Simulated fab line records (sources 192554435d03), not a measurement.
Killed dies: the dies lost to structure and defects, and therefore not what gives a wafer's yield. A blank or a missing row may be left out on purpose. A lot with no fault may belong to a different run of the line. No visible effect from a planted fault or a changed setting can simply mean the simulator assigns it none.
fab line records / flow n5-finfet
record: lots: 7 wafers: 39
route steps=1938 shown ZERO_LAYER@11 FIN_SAQP@130 SD_EPI_N@279 HKMG_FIN@386 MOL_CONTACT_COAG@542 BEOL_M0@731 BEOL_M2@883 BEOL_M3@1002 BEOL_M4@1111
start-h: hours from the record's first day to the start of the lot's first wafer shown / wait-h: hours since the lot's step before / " same as the row above / L1.1+2: a single row standing in for several wafers / - no value present, or no start provided / * or withheld: withheld / < > ~ a bound
route shown NAME@n: names a module that has steps shown in the file, with the first one's number in the route / usual: mean/standard deviation taken from wafers without a fault / same: alike in all rows / chamber/n: place in a boat / sites: readings site by site / _std_site: their standard deviation / _edge_site: mean of outer sites minus mean of inner sites / radius-mm: how far each site lies from the wafer's centre / mask NAME#n: copy n / behind: the tool/chamber that last shaped the wafer / hold: what put the lot on hold/how long, in hours/how the hold closed / device: the n, p or np transistor that did not switch / end of line: tests of these same wafers at the route's end / for a step that has no rows: nothing shown but its recipe / killed: count of dies lost to structure and defects at first sort (not the wafer's yield) / map: per-die view of a wafer (x killed, . not killed, _ where there is no die)
set.NAME: the setting the step ran with; set.NAME@STEP: the setting that earlier step ran with / model.NAME: the simulator's own value behind a step, which no gauge read
lots run with intentionally changed settings; tables by step, rows by wafer
== steps ==
step: N5_ZERO_LAYER_DEVELOP_10
recipe: develop-time-s: 60 rinse-liquid: diw dry: air-spin dev-temp-c: 21
step: N5_FIN_SAQP_ETCH_65
recipe: chemistry: CF4 target: SiO2 target-depth-a: 40 ion-energy-ev: 350 time-s: 4.4 pressure-mtorr: 10 icp-w: 800 bias-w: 400 cf4-flow-sccm: 80
step: N5_SD_EPI_N_ETCH_16
recipe: chemistry: CHF3/O2 target: SiO2 target-depth-a: 50 mask-material: SOC pressure-mtorr: 30 source-w: 650 bias-w: 170 Ar_flow_sccm: 200 CHF3_flow_sccm: 50 O2_flow_sccm: 5 ion-energy-ev: 200
step: N5_HKMG_FIN_HK_ALD_01
recipe: material: HfO2 target-thk-a: 16 temp-c: withheld ald-precursor-family: HfCl4 ald-co-reactant: H2O pulse-time-s: 3 purge-time-s: 3 co-reactant-purge-time-s: 2.5 co-reactant-pulse-time-s: 0.3 ald-cycles: 30
step: N5_MOL_CONTACT_COAG_PRECLEAN_111
recipe: chemistry: NF3:NH3 afs-cycles: 1 temp-c: 30 time-s: 20 sublimation-temp-c: 180 sublimation-time-s: 60 pressure-torr: 3 rf-power-w: 30
step: N5_BEOL_M0_ALD_136
recipe: material: TaN target-thk-a: * temp-c: 275 ald-precursor-family: PDMAT ald-co-reactant: NH3 pressure-torr: 3 carrier-flow-sccm: 1500 pulse-time-s: 2 purge-time-s: 3 co-reactant-purge-time-s: 2 co-reactant-pulse-time-s: 3 ald-cycles: 30 precursor-vessel-temp-c: 75 precursor-vessel-pressure-torr: 26.25 precursor-vessel-carrier-sccm: 1000
step: N5_BEOL_M2_ETCHBACK_99
recipe: chemistry: CHF3 target: SiO2 target-depth-a: 50 time-s: 10.4 source-w: 215 bias-w: 47 Ar_flow_sccm: 200 CHF3_flow_sccm: 12 ion-energy-ev: 100 pressure-mtorr: 30
step: N5_BEOL_M3_SPUTTER_88
recipe: material: Cu target-thk-a: 45 temp-c: -20 chamber-pressure-pa: 0.07 power-w: withheld time-s: 8.29
step: N5_BEOL_M4_RC_MEAS_101
usual: DIBL_N: 35.9/1.4 DIBL_P: 35.9/1.7 EOT_N: 10.52/0.098 EOT_P: 10.46/0.082
lot.wafer=L075.1 tool=prober-02 chamber=0 start-h=172.95 wait-h=0.0 set.develop-time-s@ZERO_LAYER_DEVELOP_10=37.52 set.time-s@FIN_SAQP_ETCH_65=4.4 set.target-depth-a@SD_EPI_N_ETCH_16=33.39 set.ald-cycles@HKMG_FIN_HK_ALD_01=30 set.time-s@MOL_CONTACT_COAG_PRECLEAN_111=20 set.ald-cycles@BEOL_M0_ALD_136=30 set.time-s@BEOL_M2_ETCHBACK_99=7.491 set.time-s@BEOL_M3_SPUTTER_88=8.29 DIBL_N[mV/V]=34.9 DIBL_P[mV/V]=33.6 EOT_N=10.49 EOT_P=10.40
lot.wafer=L075.2 tool=prober-02 chamber=0 start-h=172.95 wait-h=0.0 set.develop-time-s@ZERO_LAYER_DEVELOP_10=37.52 set.time-s@FIN_SAQP_ETCH_65=2.911 set.target-depth-a@SD_EPI_N_ETCH_16=50 set.ald-cycles@HKMG_FIN_HK_ALD_01=30 set.time-s@MOL_CONTACT_COAG_PRECLEAN_111=29.13 set.ald-cycles@BEOL_M0_ALD_136=30 set.time-s@BEOL_M2_ETCHBACK_99=10.4 set.time-s@BEOL_M3_SPUTTER_88=8.29 DIBL_N[mV/V]=35.9 DIBL_P[mV/V]=35.7 EOT_N=10.46 EOT_P=10.50
lot.wafer=L075.3 tool=prober-02 chamber=0 start-h=172.95 wait-h=0.0 set.develop-time-s@ZERO_LAYER_DEVELOP_10=60 set.time-s@FIN_SAQP_ETCH_65=2.911 set.target-depth-a@SD_EPI_N_ETCH_16=50 set.ald-cycles@HKMG_FIN_HK_ALD_01=30 set.time-s@MOL_CONTACT_COAG_PRECLEAN_111=29.13 set.ald-cycles@BEOL_M0_ALD_136=30 set.time-s@BEOL_M2_ETCHBACK_99=7.491 set.time-s@BEOL_M3_SPUTTER_88=8.29 DIBL_N[mV/V]=34.1 DIBL_P[mV/V]=33.5 EOT_N=10.38 EOT_P=10.49
lot.wafer=L075.4 tool=prober-02 chamber=0 start-h=172.95 wait-h=0.0 set.develop-time-s@ZERO_LAYER_DEVELOP_10=60 set.time-s@FIN_SAQP_ETCH_65=2.911 set.target-depth-a@SD_EPI_N_ETCH_16=33.39 set.ald-cycles@HKMG_FIN_HK_ALD_01=30 set.time-s@MOL_CONTACT_COAG_PRECLEAN_111=20 set.ald-cycles@BEOL_M0_ALD_136=30 set.time-s@BEOL_M2_ETCHBACK_99=7.491 set.time-s@BEOL_M3_SPUTTER_88=8.29 DIBL_N[mV/V]=37.4 DIBL_P[mV/V]=38.3 EOT_N=10.48 EOT_P=10.47
lot.wafer=L075.5 tool=prober-02 chamber=0 start-h=172.95 wait-h=0.0 set.develop-time-s@ZERO_LAYER_DEVELOP_10=37.52 set.time-s@FIN_SAQP_ETCH_65=4.4 set.target-depth-a@SD_EPI_N_ETCH_16=33.39 set.ald-cycles@HKMG_FIN_HK_ALD_01=30 set.time-s@MOL_CONTACT_COAG_PRECLEAN_111=29.13 set.ald-cycles@BEOL_M0_ALD_136=30 set.time-s@BEOL_M2_ETCHBACK_99=10.4 set.time-s@BEOL_M3_SPUTTER_88=8.29 DIBL_N[mV/V]=35.1 DIBL_P[mV/V]=34.7 EOT_N=10.45 EOT_P=10.41
lot.wafer=L075.6 tool=prober-02 chamber=0 start-h=172.95 wait-h=0.0 set.develop-time-s@ZERO_LAYER_DEVELOP_10=60 set.time-s@FIN_SAQP_ETCH_65=4.4 set.target-depth-a@SD_EPI_N_ETCH_16=50 set.ald-cycles@HKMG_FIN_HK_ALD_01=30 set.time-s@MOL_CONTACT_COAG_PRECLEAN_111=20 set.ald-cycles@BEOL_M0_ALD_136=30 set.time-s@BEOL_M2_ETCHBACK_99=10.4 set.time-s@BEOL_M3_SPUTTER_88=8.29 DIBL_N[mV/V]=35.3 DIBL_P[mV/V]=35.0 EOT_N=10.51 EOT_P=10.52
lot.wafer=L078.1 tool=prober-01 chamber=0 start-h=198.70 wait-h=0.0 set.develop-time-s@ZERO_LAYER_DEVELOP_10=60 set.time-s@FIN_SAQP_ETCH_65=4.4 set.target-depth-a@SD_EPI_N_ETCH_16=50 set.ald-cycles@HKMG_FIN_HK_ALD_01=30 set.time-s@MOL_CONTACT_COAG_PRECLEAN_111=20 set.ald-cycles@BEOL_M0_ALD_136=30 set.time-s@BEOL_M2_ETCHBACK_99=10.4 set.time-s@BEOL_M3_SPUTTER_88=8.29 DIBL_N[mV/V]=36.1 DIBL_P[mV/V]=36.3 EOT_N=10.57 EOT_P=10.47
lot.wafer=L078.4 tool=prober-01 chamber=0 start-h=198.70 wait-h=0.0 set.develop-time-s@ZERO_LAYER_DEVELOP_10=60 set.time-s@FIN_SAQP_ETCH_65=4.4 set.target-depth-a@SD_EPI_N_ETCH_16=50 set.ald-cycles@HKMG_FIN_HK_ALD_01=30 set.time-s@MOL_CONTACT_COAG_PRECLEAN_111=20 set.ald-cycles@BEOL_M0_ALD_136=30 set.time-s@BEOL_M2_ETCHBACK_99=10.4 set.time-s@BEOL_M3_SPUTTER_88=8.29 DIBL_N[mV/V]=36.0 DIBL_P[mV/V]=36.4 EOT_N=10.58 EOT_P=10.42
lot.wafer=L078.5 tool=prober-01 chamber=0 start-h=198.70 wait-h=0.0 set.develop-time-s@ZERO_LAYER_DEVELOP_10=60 set.time-s@FIN_SAQP_ETCH_65=4.4 set.target-depth-a@SD_EPI_N_ETCH_16=50 set.ald-cycles@HKMG_FIN_HK_ALD_01=30 set.time-s@MOL_CONTACT_COAG_PRECLEAN_111=20 set.ald-cycles@BEOL_M0_ALD_136=30 set.time-s@BEOL_M2_ETCHBACK_99=10.4 set.time-s@BEOL_M3_SPUTTER_88=8.29 DIBL_N[mV/V]=35.6 DIBL_P[mV/V]=36.0 EOT_N=10.70 EOT_P=10.47
lot.wafer=L082.1 tool=prober-01 chamber=0 start-h=224.19 wait-h=0.0 set.develop-time-s@ZERO_LAYER_DEVELOP_10=70.98 set.time-s@FIN_SAQP_ETCH_65=4.4 set.target-depth-a@SD_EPI_N_ETCH_16=58.95 set.ald-cycles@HKMG_FIN_HK_ALD_01=15 set.time-s@MOL_CONTACT_COAG_PRECLEAN_111=31.2 set.ald-cycles@BEOL_M0_ALD_136=30 set.time-s@BEOL_M2_ETCHBACK_99=13.15 set.time-s@BEOL_M3_SPUTTER_88=8.29 DIBL_N[mV/V]=34.3 DIBL_P[mV/V]=34.8 EOT_N=8.95 EOT_P=9.00
lot.wafer=L082.2 tool=prober-01 chamber=0 start-h=224.19 wait-h=0.0 set.develop-time-s@ZERO_LAYER_DEVELOP_10=60 set.time-s@FIN_SAQP_ETCH_65=6.793 set.target-depth-a@SD_EPI_N_ETCH_16=50 set.ald-cycles@HKMG_FIN_HK_ALD_01=15 set.time-s@MOL_CONTACT_COAG_PRECLEAN_111=31.2 set.ald-cycles@BEOL_M0_ALD_136=30 set.time-s@BEOL_M2_ETCHBACK_99=10.4 set.time-s@BEOL_M3_SPUTTER_88=3.55 DIBL_N[mV/V]=33.0 DIBL_P[mV/V]=32.6 EOT_N=8.89 EOT_P=8.87
lot.wafer=L082.3 tool=prober-01 chamber=0 start-h=224.19 wait-h=0.0 set.develop-time-s@ZERO_LAYER_DEVELOP_10=70.98 set.time-s@FIN_SAQP_ETCH_65=6.793 set.target-depth-a@SD_EPI_N_ETCH_16=50 set.ald-cycles@HKMG_FIN_HK_ALD_01=30 set.time-s@MOL_CONTACT_COAG_PRECLEAN_111=20 set.ald-cycles@BEOL_M0_ALD_136=30 set.time-s@BEOL_M2_ETCHBACK_99=13.15 set.time-s@BEOL_M3_SPUTTER_88=8.29 DIBL_N[mV/V]=39.5 DIBL_P[mV/V]=40.3 EOT_N=10.47 EOT_P=10.51
lot.wafer=L082.4 tool=prober-01 chamber=0 start-h=224.19 wait-h=0.0 set.develop-time-s@ZERO_LAYER_DEVELOP_10=60 set.time-s@FIN_SAQP_ETCH_65=4.4 set.target-depth-a@SD_EPI_N_ETCH_16=50 set.ald-cycles@HKMG_FIN_HK_ALD_01=30 set.time-s@MOL_CONTACT_COAG_PRECLEAN_111=20 set.ald-cycles@BEOL_M0_ALD_136=30 set.time-s@BEOL_M2_ETCHBACK_99=10.4 set.time-s@BEOL_M3_SPUTTER_88=8.29 DIBL_N[mV/V]=36.0 DIBL_P[mV/V]=35.5 EOT_N=10.48 EOT_P=10.51
lot.wafer=L082.5 tool=prober-01 chamber=0 start-h=224.19 wait-h=0.0 set.develop-time-s@ZERO_LAYER_DEVELOP_10=60 set.time-s@FIN_SAQP_ETCH_65=4.4 set.target-depth-a@SD_EPI_N_ETCH_16=58.95 set.ald-cycles@HKMG_FIN_HK_ALD_01=30 set.time-s@MOL_CONTACT_COAG_PRECLEAN_111=31.2 set.ald-cycles@BEOL_M0_ALD_136=30 set.time-s@BEOL_M2_ETCHBACK_99=13.15 set.time-s@BEOL_M3_SPUTTER_88=3.55 DIBL_N[mV/V]=38.1 DIBL_P[mV/V]=38.7 EOT_N=10.43 EOT_P=10.42
lot.wafer=L082.6 tool=prober-01 chamber=0 start-h=224.19 wait-h=0.0 set.develop-time-s@ZERO_LAYER_DEVELOP_10=70.98 set.time-s@FIN_SAQP_ETCH_65=6.793 set.target-depth-a@SD_EPI_N_ETCH_16=58.95 set.ald-cycles@HKMG_FIN_HK_ALD_01=15 set.time-s@MOL_CONTACT_COAG_PRECLEAN_111=20 set.ald-cycles@BEOL_M0_ALD_136=30 set.time-s@BEOL_M2_ETCHBACK_99=10.4 set.time-s@BEOL_M3_SPUTTER_88=3.55 DIBL_N[mV/V]=33.1 DIBL_P[mV/V]=31.8 EOT_N=8.84 EOT_P=8.94
lot.wafer=L083.1 tool=prober-02 chamber=0 start-h=233.99 wait-h=0.0 set.develop-time-s@ZERO_LAYER_DEVELOP_10=39.57 set.time-s@FIN_SAQP_ETCH_65=4.4 set.target-depth-a@SD_EPI_N_ETCH_16=39.71 set.ald-cycles@HKMG_FIN_HK_ALD_01=30 set.time-s@MOL_CONTACT_COAG_PRECLEAN_111=20 set.ald-cycles@BEOL_M0_ALD_136=43 set.time-s@BEOL_M2_ETCHBACK_99=10.4 set.time-s@BEOL_M3_SPUTTER_88=8.29 DIBL_N[mV/V]=33.5 DIBL_P[mV/V]=31.5 EOT_N=10.51 EOT_P=10.40
lot.wafer=L083.2 tool=prober-02 chamber=0 start-h=233.99 wait-h=0.0 set.develop-time-s@ZERO_LAYER_DEVELOP_10=60 set.time-s@FIN_SAQP_ETCH_65=4.4 set.target-depth-a@SD_EPI_N_ETCH_16=39.71 set.ald-cycles@HKMG_FIN_HK_ALD_01=30 set.time-s@MOL_CONTACT_COAG_PRECLEAN_111=10.28 set.ald-cycles@BEOL_M0_ALD_136=43 set.time-s@BEOL_M2_ETCHBACK_99=4.301 set.time-s@BEOL_M3_SPUTTER_88=10.14 DIBL_N[mV/V]=- DIBL_P[mV/V]=- EOT_N=- EOT_P=-
lot.wafer=L083.3 tool=prober-02 chamber=0 start-h=233.99 wait-h=0.0 set.develop-time-s@ZERO_LAYER_DEVELOP_10=39.57 set.time-s@FIN_SAQP_ETCH_65=4.4 set.target-depth-a@SD_EPI_N_ETCH_16=50 set.ald-cycles@HKMG_FIN_HK_ALD_01=30 set.time-s@MOL_CONTACT_COAG_PRECLEAN_111=20 set.ald-cycles@BEOL_M0_ALD_136=30 set.time-s@BEOL_M2_ETCHBACK_99=4.301 set.time-s@BEOL_M3_SPUTTER_88=10.14 DIBL_N[mV/V]=- DIBL_P[mV/V]=- EOT_N=- EOT_P=-
lot.wafer=L083.4 tool=prober-02 chamber=0 start-h=233.99 wait-h=0.0 set.develop-time-s@ZERO_LAYER_DEVELOP_10=60 set.time-s@FIN_SAQP_ETCH_65=4.4 set.target-depth-a@SD_EPI_N_ETCH_16=50 set.ald-cycles@HKMG_FIN_HK_ALD_01=30 set.time-s@MOL_CONTACT_COAG_PRECLEAN_111=10.28 set.ald-cycles@BEOL_M0_ALD_136=43 set.time-s@BEOL_M2_ETCHBACK_99=10.4 set.time-s@BEOL_M3_SPUTTER_88=8.29 DIBL_N[mV/V]=33.1 DIBL_P[mV/V]=31.8 EOT_N=10.54 EOT_P=10.53
lot.wafer=L083.5 tool=prober-02 chamber=0 start-h=233.99 wait-h=0.0 set.develop-time-s@ZERO_LAYER_DEVELOP_10=39.57 set.time-s@FIN_SAQP_ETCH_65=4.4 set.target-depth-a@SD_EPI_N_ETCH_16=50 set.ald-cycles@HKMG_FIN_HK_ALD_01=30 set.time-s@MOL_CONTACT_COAG_PRECLEAN_111=10.28 set.ald-cycles@BEOL_M0_ALD_136=30 set.time-s@BEOL_M2_ETCHBACK_99=10.4 set.time-s@BEOL_M3_SPUTTER_88=10.14 DIBL_N[mV/V]=35.3 DIBL_P[mV/V]=34.6 EOT_N=10.45 EOT_P=10.39
lot.wafer=L083.6 tool=prober-02 chamber=0 start-h=233.99 wait-h=0.0 set.develop-time-s@ZERO_LAYER_DEVELOP_10=60 set.time-s@FIN_SAQP_ETCH_65=4.4 set.target-depth-a@SD_EPI_N_ETCH_16=39.71 set.ald-cycles@HKMG_FIN_HK_ALD_01=30 set.time-s@MOL_CONTACT_COAG_PRECLEAN_111=20 set.ald-cycles@BEOL_M0_ALD_136=30 set.time-s@BEOL_M2_ETCHBACK_99=4.301 set.time-s@BEOL_M3_SPUTTER_88=8.29 DIBL_N[mV/V]=- DIBL_P[mV/V]=- EOT_N=- EOT_P=-
lot.wafer=L084.1 tool=prober-01 chamber=0 start-h=243.82 wait-h=0.0 set.develop-time-s@ZERO_LAYER_DEVELOP_10=60 set.time-s@FIN_SAQP_ETCH_65=4.4 set.target-depth-a@SD_EPI_N_ETCH_16=50 set.ald-cycles@HKMG_FIN_HK_ALD_01=46 set.time-s@MOL_CONTACT_COAG_PRECLEAN_111=20 set.ald-cycles@BEOL_M0_ALD_136=30 set.time-s@BEOL_M2_ETCHBACK_99=7.918 set.time-s@BEOL_M3_SPUTTER_88=8.29 DIBL_N[mV/V]=39.7 DIBL_P[mV/V]=40.2 EOT_N=12.29 EOT_P=12.41
lot.wafer=L084.2 tool=prober-01 chamber=0 start-h=243.82 wait-h=0.0 set.develop-time-s@ZERO_LAYER_DEVELOP_10=60 set.time-s@FIN_SAQP_ETCH_65=4.4 set.target-depth-a@SD_EPI_N_ETCH_16=50 set.ald-cycles@HKMG_FIN_HK_ALD_01=30 set.time-s@MOL_CONTACT_COAG_PRECLEAN_111=28.13 set.ald-cycles@BEOL_M0_ALD_136=30 set.time-s@BEOL_M2_ETCHBACK_99=10.4 set.time-s@BEOL_M3_SPUTTER_88=8.29 DIBL_N[mV/V]=34.5 DIBL_P[mV/V]=35.1 EOT_N=10.63 EOT_P=10.57
lot.wafer=L084.3 tool=prober-01 chamber=0 start-h=243.82 wait-h=0.0 set.develop-time-s@ZERO_LAYER_DEVELOP_10=60 set.time-s@FIN_SAQP_ETCH_65=4.4 set.target-depth-a@SD_EPI_N_ETCH_16=50 set.ald-cycles@HKMG_FIN_HK_ALD_01=30 set.time-s@MOL_CONTACT_COAG_PRECLEAN_111=20 set.ald-cycles@BEOL_M0_ALD_136=30 set.time-s@BEOL_M2_ETCHBACK_99=10.4 set.time-s@BEOL_M3_SPUTTER_88=8.29 DIBL_N[mV/V]=36.0 DIBL_P[mV/V]=36.4 EOT_N=10.50 EOT_P=10.46
lot.wafer=L084.4 tool=prober-01 chamber=0 start-h=243.82 wait-h=0.0 set.develop-time-s@ZERO_LAYER_DEVELOP_10=60 set.time-s@FIN_SAQP_ETCH_65=4.4 set.target-depth-a@SD_EPI_N_ETCH_16=50 set.ald-cycles@HKMG_FIN_HK_ALD_01=46 set.time-s@MOL_CONTACT_COAG_PRECLEAN_111=28.13 set.ald-cycles@BEOL_M0_ALD_136=30 set.time-s@BEOL_M2_ETCHBACK_99=7.918 set.time-s@BEOL_M3_SPUTTER_88=8.29 DIBL_N[mV/V]=40.7 DIBL_P[mV/V]=42.1 EOT_N=12.30 EOT_P=12.16
lot.wafer=L084.5 tool=prober-01 chamber=0 start-h=243.82 wait-h=0.0 set.develop-time-s@ZERO_LAYER_DEVELOP_10=60 set.time-s@FIN_SAQP_ETCH_65=4.4 set.target-depth-a@SD_EPI_N_ETCH_16=50 set.ald-cycles@HKMG_FIN_HK_ALD_01=30 set.time-s@MOL_CONTACT_COAG_PRECLEAN_111=20 set.ald-cycles@BEOL_M0_ALD_136=30 set.time-s@BEOL_M2_ETCHBACK_99=7.918 set.time-s@BEOL_M3_SPUTTER_88=8.29 DIBL_N[mV/V]=35.2 DIBL_P[mV/V]=35.1 EOT_N=10.57 EOT_P=10.46
lot.wafer=L084.6 tool=prober-01 chamber=0 start-h=243.82 wait-h=0.0 set.develop-time-s@ZERO_LAYER_DEVELOP_10=60 set.time-s@FIN_SAQP_ETCH_65=4.4 set.target-depth-a@SD_EPI_N_ETCH_16=50 set.ald-cycles@HKMG_FIN_HK_ALD_01=46 set.time-s@MOL_CONTACT_COAG_PRECLEAN_111=28.13 set.ald-cycles@BEOL_M0_ALD_136=30 set.time-s@BEOL_M2_ETCHBACK_99=10.4 set.time-s@BEOL_M3_SPUTTER_88=8.29 DIBL_N[mV/V]=39.9 DIBL_P[mV/V]=40.9 EOT_N=12.26 EOT_P=12.12
lot.wafer=L086.1 tool=prober-02 chamber=0 start-h=245.48 wait-h=0.0 set.develop-time-s@ZERO_LAYER_DEVELOP_10=48.71 set.time-s@FIN_SAQP_ETCH_65=5.246 set.target-depth-a@SD_EPI_N_ETCH_16=60.2 set.ald-cycles@HKMG_FIN_HK_ALD_01=30 set.time-s@MOL_CONTACT_COAG_PRECLEAN_111=20 set.ald-cycles@BEOL_M0_ALD_136=13 set.time-s@BEOL_M2_ETCHBACK_99=10.4 set.time-s@BEOL_M3_SPUTTER_88=8.29 DIBL_N[mV/V]=36.2 DIBL_P[mV/V]=34.6 EOT_N=10.52 EOT_P=10.43
lot.wafer=L086.2 tool=prober-02 chamber=0 start-h=245.48 wait-h=0.0 set.develop-time-s@ZERO_LAYER_DEVELOP_10=48.71 set.time-s@FIN_SAQP_ETCH_65=5.246 set.target-depth-a@SD_EPI_N_ETCH_16=60.2 set.ald-cycles@HKMG_FIN_HK_ALD_01=13 set.time-s@MOL_CONTACT_COAG_PRECLEAN_111=16.09 set.ald-cycles@BEOL_M0_ALD_136=13 set.time-s@BEOL_M2_ETCHBACK_99=10.4 set.time-s@BEOL_M3_SPUTTER_88=3.368 DIBL_N[mV/V]=31.2 DIBL_P[mV/V]=28.9 EOT_N=8.63 EOT_P=8.60
lot.wafer=L086.3 tool=prober-02 chamber=0 start-h=245.48 wait-h=0.0 set.develop-time-s@ZERO_LAYER_DEVELOP_10=60 set.time-s@FIN_SAQP_ETCH_65=4.4 set.target-depth-a@SD_EPI_N_ETCH_16=50 set.ald-cycles@HKMG_FIN_HK_ALD_01=13 set.time-s@MOL_CONTACT_COAG_PRECLEAN_111=20 set.ald-cycles@BEOL_M0_ALD_136=30 set.time-s@BEOL_M2_ETCHBACK_99=10.4 set.time-s@BEOL_M3_SPUTTER_88=3.368 DIBL_N[mV/V]=33.1 DIBL_P[mV/V]=30.6 EOT_N=8.77 EOT_P=8.63
lot.wafer=L086.4 tool=prober-02 chamber=0 start-h=245.48 wait-h=0.0 set.develop-time-s@ZERO_LAYER_DEVELOP_10=48.71 set.time-s@FIN_SAQP_ETCH_65=4.4 set.target-depth-a@SD_EPI_N_ETCH_16=50 set.ald-cycles@HKMG_FIN_HK_ALD_01=13 set.time-s@MOL_CONTACT_COAG_PRECLEAN_111=16.09 set.ald-cycles@BEOL_M0_ALD_136=13 set.time-s@BEOL_M2_ETCHBACK_99=10.4 set.time-s@BEOL_M3_SPUTTER_88=8.29 DIBL_N[mV/V]=32.8 DIBL_P[mV/V]=31.1 EOT_N=8.70 EOT_P=8.62
lot.wafer=L086.5 tool=prober-02 chamber=0 start-h=245.48 wait-h=0.0 set.develop-time-s@ZERO_LAYER_DEVELOP_10=60 set.time-s@FIN_SAQP_ETCH_65=5.246 set.target-depth-a@SD_EPI_N_ETCH_16=50 set.ald-cycles@HKMG_FIN_HK_ALD_01=30 set.time-s@MOL_CONTACT_COAG_PRECLEAN_111=16.09 set.ald-cycles@BEOL_M0_ALD_136=30 set.time-s@BEOL_M2_ETCHBACK_99=10.4 set.time-s@BEOL_M3_SPUTTER_88=8.29 DIBL_N[mV/V]=36.0 DIBL_P[mV/V]=34.5 EOT_N=10.50 EOT_P=10.32
lot.wafer=L086.6 tool=prober-02 chamber=0 start-h=245.48 wait-h=0.0 set.develop-time-s@ZERO_LAYER_DEVELOP_10=60 set.time-s@FIN_SAQP_ETCH_65=4.4 set.target-depth-a@SD_EPI_N_ETCH_16=60.2 set.ald-cycles@HKMG_FIN_HK_ALD_01=30 set.time-s@MOL_CONTACT_COAG_PRECLEAN_111=20 set.ald-cycles@BEOL_M0_ALD_136=30 set.time-s@BEOL_M2_ETCHBACK_99=10.4 set.time-s@BEOL_M3_SPUTTER_88=3.368 DIBL_N[mV/V]=38.1 DIBL_P[mV/V]=36.3 EOT_N=10.28 EOT_P=10.26
lot.wafer=L089.1 tool=prober-02 chamber=0 start-h=274.33 wait-h=0.0 set.develop-time-s@ZERO_LAYER_DEVELOP_10=60 set.time-s@FIN_SAQP_ETCH_65=2.811 set.target-depth-a@SD_EPI_N_ETCH_16=50 set.ald-cycles@HKMG_FIN_HK_ALD_01=35 set.time-s@MOL_CONTACT_COAG_PRECLEAN_111=20 set.ald-cycles@BEOL_M0_ALD_136=16 set.time-s@BEOL_M2_ETCHBACK_99=10.4 set.time-s@BEOL_M3_SPUTTER_88=8.29 DIBL_N[mV/V]=37.2 DIBL_P[mV/V]=38.0 EOT_N=10.92 EOT_P=10.91
lot.wafer=L089.2 tool=prober-02 chamber=0 start-h=274.33 wait-h=0.0 set.develop-time-s@ZERO_LAYER_DEVELOP_10=60 set.time-s@FIN_SAQP_ETCH_65=4.4 set.target-depth-a@SD_EPI_N_ETCH_16=50 set.ald-cycles@HKMG_FIN_HK_ALD_01=35 set.time-s@MOL_CONTACT_COAG_PRECLEAN_111=20 set.ald-cycles@BEOL_M0_ALD_136=16 set.time-s@BEOL_M2_ETCHBACK_99=13.73 set.time-s@BEOL_M3_SPUTTER_88=8.29 DIBL_N[mV/V]=36.7 DIBL_P[mV/V]=38.0 EOT_N=10.98 EOT_P=10.95
lot.wafer=L089.3 tool=prober-02 chamber=0 start-h=274.33 wait-h=0.0 set.develop-time-s@ZERO_LAYER_DEVELOP_10=60 set.time-s@FIN_SAQP_ETCH_65=2.811 set.target-depth-a@SD_EPI_N_ETCH_16=28.25 set.ald-cycles@HKMG_FIN_HK_ALD_01=30 set.time-s@MOL_CONTACT_COAG_PRECLEAN_111=31.46 set.ald-cycles@BEOL_M0_ALD_136=16 set.time-s@BEOL_M2_ETCHBACK_99=10.4 set.time-s@BEOL_M3_SPUTTER_88=8.29 DIBL_N[mV/V]=36.6 DIBL_P[mV/V]=37.4 EOT_N=10.42 EOT_P=10.31
lot.wafer=L089.4 tool=prober-02 chamber=0 start-h=274.33 wait-h=0.0 set.develop-time-s@ZERO_LAYER_DEVELOP_10=60 set.time-s@FIN_SAQP_ETCH_65=4.4 set.target-depth-a@SD_EPI_N_ETCH_16=28.25 set.ald-cycles@HKMG_FIN_HK_ALD_01=30 set.time-s@MOL_CONTACT_COAG_PRECLEAN_111=20 set.ald-cycles@BEOL_M0_ALD_136=30 set.time-s@BEOL_M2_ETCHBACK_99=10.4 set.time-s@BEOL_M3_SPUTTER_88=8.29 DIBL_N[mV/V]=35.9 DIBL_P[mV/V]=36.3 EOT_N=10.29 EOT_P=10.39
lot.wafer=L089.5 tool=prober-02 chamber=0 start-h=274.33 wait-h=0.0 set.develop-time-s@ZERO_LAYER_DEVELOP_10=60 set.time-s@FIN_SAQP_ETCH_65=2.811 set.target-depth-a@SD_EPI_N_ETCH_16=50 set.ald-cycles@HKMG_FIN_HK_ALD_01=30 set.time-s@MOL_CONTACT_COAG_PRECLEAN_111=31.46 set.ald-cycles@BEOL_M0_ALD_136=30 set.time-s@BEOL_M2_ETCHBACK_99=13.73 set.time-s@BEOL_M3_SPUTTER_88=8.29 DIBL_N[mV/V]=37.5 DIBL_P[mV/V]=38.9 EOT_N=10.43 EOT_P=10.27
lot.wafer=L089.6 tool=prober-02 chamber=0 start-h=274.33 wait-h=0.0 set.develop-time-s@ZERO_LAYER_DEVELOP_10=60 set.time-s@FIN_SAQP_ETCH_65=4.4 set.target-depth-a@SD_EPI_N_ETCH_16=28.25 set.ald-cycles@HKMG_FIN_HK_ALD_01=35 set.time-s@MOL_CONTACT_COAG_PRECLEAN_111=31.46 set.ald-cycles@BEOL_M0_ALD_136=30 set.time-s@BEOL_M2_ETCHBACK_99=13.73 set.time-s@BEOL_M3_SPUTTER_88=8.29 DIBL_N[mV/V]=37.3 DIBL_P[mV/V]=38.8 EOT_N=10.92 EOT_P=10.97
== key ==
split: step: N5_ZERO_LAYER_DEVELOP_10 setting: develop-time-s stated-as: 60
response none clear
split: step: N5_FIN_SAQP_ETCH_65 setting: time-s stated-as: 4.4
response none clear
split: step: N5_SD_EPI_N_ETCH_16 setting: target-depth-a stated-as: 50
response none clear
split: step: N5_HKMG_FIN_HK_ALD_01 setting: ald-cycles stated-as: 30
response: step: N5_BEOL_M4_RC_MEAS_101 reading: EOT_N slope: +0.0312 per: 1% together-with: all explained: 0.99
response: step: N5_BEOL_M4_RC_MEAS_101 reading: EOT_P slope: +0.0313 per: 1% together-with: all explained: 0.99
response: step: N5_BEOL_M4_RC_MEAS_101 reading: DIBL_N slope: +0.0846 per: 1% together-with: all explained: 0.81
response: step: N5_BEOL_M4_RC_MEAS_101 reading: DIBL_P slope: +0.0967 per: 1% together-with: all explained: 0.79
split: step: N5_MOL_CONTACT_COAG_PRECLEAN_111 setting: time-s stated-as: 20
response none clear
split: step: N5_BEOL_M0_ALD_136 setting: ald-cycles stated-as: 30
response none clear
split: step: N5_BEOL_M2_ETCHBACK_99 setting: time-s stated-as: 10.4
response none clear
split: step: N5_BEOL_M3_SPUTTER_88 setting: time-s stated-as: 8.29
response none clear
